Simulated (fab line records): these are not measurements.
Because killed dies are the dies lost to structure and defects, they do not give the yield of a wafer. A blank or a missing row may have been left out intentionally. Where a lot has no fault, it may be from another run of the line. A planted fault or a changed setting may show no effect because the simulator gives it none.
Which tool was responsible?	flow n5Finfet	9 lots, 27 wafers sampled, at 6 steps of a route of 1938

== WHAT THE GAUGES READ, wafer by wafer ==
N5_BEOL_M3_CD_MEAS_11 targets a cd of 17.05 nm. Usual: 17.08 nm for cdNm, sd 0.24.
lot	measured	on	cdNm (nm)	flag
L260	day 8 07:11	cdSem-02	16.79 16.98 16.77	
L262	day 8 07:21	cdSem-03	17.06 17.10 17.30	
L261	day 8 10:11	cdSem-03	17.44 17.00 17.46	
L263	day 8 19:29	cdSem-02	16.98 17.18 16.91	
L264	day 8 22:22	cdSem-02	17.35 16.96 17.27	
L274	day 11 23:28	cdSem-03	17.15 17.12 17.26	
L275	day 12 04:52	cdSem-03	17.02 16.89 16.82	
L279	day 12 23:44	cdSem-02	16.76 17.17 17.07	
L280	day 13 02:37	cdSem-01	17.40 16.78 17.30	

N5_BEOL_M3_CD_MEAS_28: target cd 25.7 nm, target cd y 23.3 nm. Usual: 25.79 nm for cdNm, sd 0.24.
lot	measured	on	cdNm (nm)	flag
L260	day 8 08:11	cdSem-03	25.85 25.99 26.05	
L262	day 8 08:14	cdSem-01	25.78 26.22 25.43	
L261	day 8 11:10	cdSem-01	26.02 26.22 25.88	
L263	day 8 20:29	cdSem-02	25.11 22.92 22.50	OFF
L264	day 8 23:14	cdSem-02	25.68 23.31 22.75	OFF
L274	day 12 00:31	cdSem-03	25.60 25.86 25.57	
L275	day 12 05:44	cdSem-03	26.01 25.68 25.97	
L279	day 13 00:49	cdSem-01	25.69 25.84 25.64	
L280	day 13 03:39	cdSem-02	25.48 25.97 25.70	

N5_BEOL_M4_RC_MEAS_101. Usual: CHAIN_V2 228 ohm/link, standard deviation 9.5; CHAIN_V2_max_site 237 ohm/link, standard deviation 11; DIBL_N 36.3 mV/V, standard deviation 1.6; DIBL_P 36.4 mV/V, standard deviation 2.1; IOFF_N 0.16 nA/um, standard deviation 0.032; IOFF_P 0.22 nA/um, standard deviation 0.044; ION_N 675 uA/um, standard deviation 12; ION_P 463 uA/um, standard deviation 8.3; SS_N 71.6 mV/dec, standard deviation 0.64; SS_P 73.3 mV/dec, standard deviation 0.67; VT_N 250 mV, standard deviation 3.3; VT_P -250 mV, standard deviation 3.7.
lot	measured	on	CHAIN_V2 (ohm/link)	CHAIN_V2_max_site (ohm/link)	DIBL_N (mV/V)	DIBL_P (mV/V)	IOFF_N (nA/um)	IOFF_P (nA/um)	ION_N (uA/um)	ION_P (uA/um)	SS_N (mV/dec)	SS_P (mV/dec)	VT_N (mV)	VT_P (mV)	flag
L260	day 9 17:16	prober-01	223 224 235	229 238 240	37.6 35.8 35.0	38.7 35.3 35.0	0.17 0.13 0.12	0.21 0.16 0.16	675 672 666	462 452 455	72.0 71.6 70.9	73.9 72.1 72.7	248 252 252	-250 -256 -255	
L262	day 10 02:59	prober-01	202 239 237	210 245 243	36.7 36.5 37.5	36.5 36.4 37.5	0.17 0.16 0.18	0.22 0.20 0.22	675 664 682	470 455 469	71.0 71.4 72.1	73.9 72.9 74.1	248 251 248	-249 -251 -248	
L261	day 10 10:26	prober-02	219 220 230	232 225 234	38.8 35.0 36.4	38.2 33.1 35.1	0.18 0.12 0.15	0.23 0.16 0.20	684 666 686	466 455 464	71.7 70.6 71.9	73.9 73.1 73.5	252 256 251	-247 -255 -251	
L263	day 10 16:30	prober-02	217 303 306	234 333 324	36.3 35.1 37.4	35.5 33.6 36.4	0.15 0.13 0.18	0.19 0.17 0.21	674 667 694	463 462 471	70.6 70.5 71.2	73.7 73.0 72.5	251 250 246	-251 -252 -254	OFF
L264	day 10 15:55	prober-01	207 287 279	220 292 285	35.5 35.7 34.7	36.4 36.0 34.5	0.16 0.15 0.13	0.22 0.21 0.18	679 668 663	465 457 451	71.4 71.8 71.7	73.5 72.9 73.5	248 251 253	-251 -248 -250	OFF
L274	day 13 21:56	prober-02	233 221 231	243 229 236	36.4 34.7 35.0	36.7 33.9 33.9	0.16 0.13 0.14	0.23 0.19 0.20	685 669 676	475 460 463	71.0 70.9 71.5	73.9 72.7 72.5	249 251 251	-249 -249 -248	
L275	day 13 20:44	prober-01	242 238 257	244 251 273	38.0 33.7 34.7	37.5 32.2 33.5	0.20 0.12 0.13	0.26 0.17 0.18	699 654 674	471 452 461	72.3 70.6 71.4	74.3 72.7 74.0	246 253 251	-244 -250 -251	
L279	day 15 14:51	prober-02	236 226 238	247 238 251	35.6 34.9 36.8	35.1 34.2 35.7	0.12 0.12 0.14	0.18 0.17 0.19	648 672 667	450 464 461	71.4 70.7 70.9	73.4 73.2 72.4	255 254 252	-253 -251 -253	
L280	day 15 18:29	prober-02	237 227 219	242 232 224	35.4 34.7 40.7	36.1 35.6 41.8	0.13 0.13 0.24	0.16 0.16 0.26	665 662 697	456 456 463	71.8 71.1 73.0	72.6 73.2 74.2	254 252 245	-253 -256 -247	

== WHICH TOOL RAN EACH LOT (tool, then ch and the chambers of the sampled wafers, then the start) ==
lot	N5_BEOL_M3_DESCUM_16	N5_BEOL_M3_EXPOSE_25	N5_BEOL_M3_ETCH_77
L260	rieDiel-04 ch 0,1, day 8 07:19	euvScanner-02 ch 0, day 8 08:03	rieDiel-05 ch 2,3, day 8 08:20
L262	rieDiel-05 ch 1,2,3, day 8 07:28	euvScanner-02 ch 0, day 8 08:05	rieDiel-04 ch 0,1,3, day 8 08:23
L261	rieDiel-01 ch 2,3, day 8 10:18	euvScanner-02 ch 0, day 8 11:02	rieDiel-05 ch 0,2, day 8 11:20
L263	rieDiel-05 ch 0,1,2, day 8 19:37	euvScanner-02 ch 0, day 8 20:22	rieDiel-01 ch 1,3, day 8 20:39
L264	rieDiel-04 ch 1,2,3, day 8 22:29	euvScanner-02 ch 0, day 8 23:06	rieDiel-01 ch 0,2,3, day 8 23:23
L274	rieDiel-01 ch 0,1,3, day 11 23:44	euvScanner-02 ch 0, day 12 00:22	rieDiel-04 ch 1,3, day 12 00:40
L275	rieDiel-04 ch 0,3, day 12 04:59	euvScanner-02 ch 0, day 12 05:37	rieDiel-01 ch 0,3, day 12 05:54
L279	rieDiel-01 ch 1,2,3, day 12 23:57	euvScanner-01 ch 0, day 13 00:40	rieDiel-01 ch 0,1,2, day 13 00:59
L280	rieDiel-05 ch 0,1,2, day 13 02:44	euvScanner-02 ch 0, day 13 03:30	rieDiel-05 ch 0,1,3, day 13 03:49
- N5_BEOL_M3_DESCUM_16: chemistry O2, time 7 s.
- N5_BEOL_M3_EXPOSE_25: exposes mask V2, defocus 5 nm.
- N5_BEOL_M3_ETCH_77: etches underlayer in N2/H2, target depth 6.5 nm, time 5.2 s.

== WHAT THE TOOLS THEMSELVES READ (means of the sampled wafers that have a number; where no wafer has one, the mark that the record gives instead) ==
N5_BEOL_M3_DESCUM_16. Usual: drypumpMotorCurrentA 5.6 A, standard deviation 0.43; oesProductAu 0.79 a.u., standard deviation 0.076; rfVppV 242.9 V, standard deviation 1.2; showerheadPlenumPTorr 2.08 Torr, standard deviation 0.076; throttleValvePct 20.53 %, standard deviation 0.22.
lot	tool	drypumpMotorCurrentA (A)	oesProductAu (a.u.)	rfVppV (V)	showerheadPlenumPTorr (Torr)	throttleValvePct (%)	flag
L260	rieDiel-04	5.8	0.75	242.5	2.06	20.59	
L262	rieDiel-05	5.5	0.85	243.3	2.10	20.52	
L261	rieDiel-01	5.5	0.87	243.4	2.10	20.26	
L263	rieDiel-05	5.4	0.79	242.9	2.14	20.69	
L264	rieDiel-04	5.7	0.78	242.2	2.04	20.52	
L274	rieDiel-01	6.2	0.83	242.9	2.11	20.43	
L275	rieDiel-04	5.8	0.69	242.1	2.06	20.71	
L279	rieDiel-01	5.9	0.79	242.9	2.10	20.40	
L280	rieDiel-05	5.4	0.76	243.5	2.13	20.75	

N5_BEOL_M3_ETCH_77. Usual: drypumpMotorCurrentA 5.7 A, standard deviation 0.47; etchRfOnTimeS 5.13 s, standard deviation 0.11; oesProductAu 0.67 a.u., standard deviation 0.062; rfVppV 523.4 V, standard deviation 2.6; showerheadPlenumPTorr 2.53 Torr, standard deviation 0.086; throttleValvePct 17.94 %, standard deviation 0.24.
lot	tool	drypumpMotorCurrentA (A)	etchRfOnTimeS (s)	oesProductAu (a.u.)	rfVppV (V)	showerheadPlenumPTorr (Torr)	throttleValvePct (%)	flag
L260	rieDiel-05	5.3	5.07	0.69	521.3	2.44	17.70	
L262	rieDiel-04	5.8	5.16	0.65	521.8	2.51	18.10	
L261	rieDiel-05	5.2	5.15	0.64	522.5	2.50	17.83	
L263	rieDiel-01	6.2	5.01	0.67	524.5	2.57	17.81	
L264	rieDiel-01	5.8	5.09	0.70	523.6	2.57	17.93	
L274	rieDiel-04	5.8	5.17	0.67	523.1	2.48	18.05	
L275	rieDiel-01	6.3	5.09	0.77	524.0	2.57	17.94	
L279	rieDiel-01	5.8	4.95	0.70	525.5	2.61	17.89	
L280	rieDiel-05	5.2	5.12	0.67	525.0	2.59	18.05	

== THE ANSWER, worked out from the rows above alone ==
Rule: a lot counts as off when the mean over its wafers that have a number is more than 3 standard deviations away from the usual mean. A lot without any number at a reading at which 4 lots or more have one is off too. All remaining lots with rows at the step are treated as sound. After the gauges, taken in route order, come the tools' own readings; for these a lot's mean is taken, as printed above. At the first step where some lot is off, the reading lying furthest off is the one used; lots without a number count as furthest.
Off: L263, L264 (N5_BEOL_M3_CD_MEAS_28, cdNm).
If a tool, at a process step before that reading, ran all the lots that are off and no sound lot after the first of them, it fits. Not tried: the gauges at N5_BEOL_M3_CD_MEAS_28; whatever is off there is also off at N5_BEOL_M4_RC_MEAS_101, on other tools, and gauge error can't account for it. Not one of the candidates tried fits.

== WHAT WAS PUT IN BY THE SIMULATOR ==
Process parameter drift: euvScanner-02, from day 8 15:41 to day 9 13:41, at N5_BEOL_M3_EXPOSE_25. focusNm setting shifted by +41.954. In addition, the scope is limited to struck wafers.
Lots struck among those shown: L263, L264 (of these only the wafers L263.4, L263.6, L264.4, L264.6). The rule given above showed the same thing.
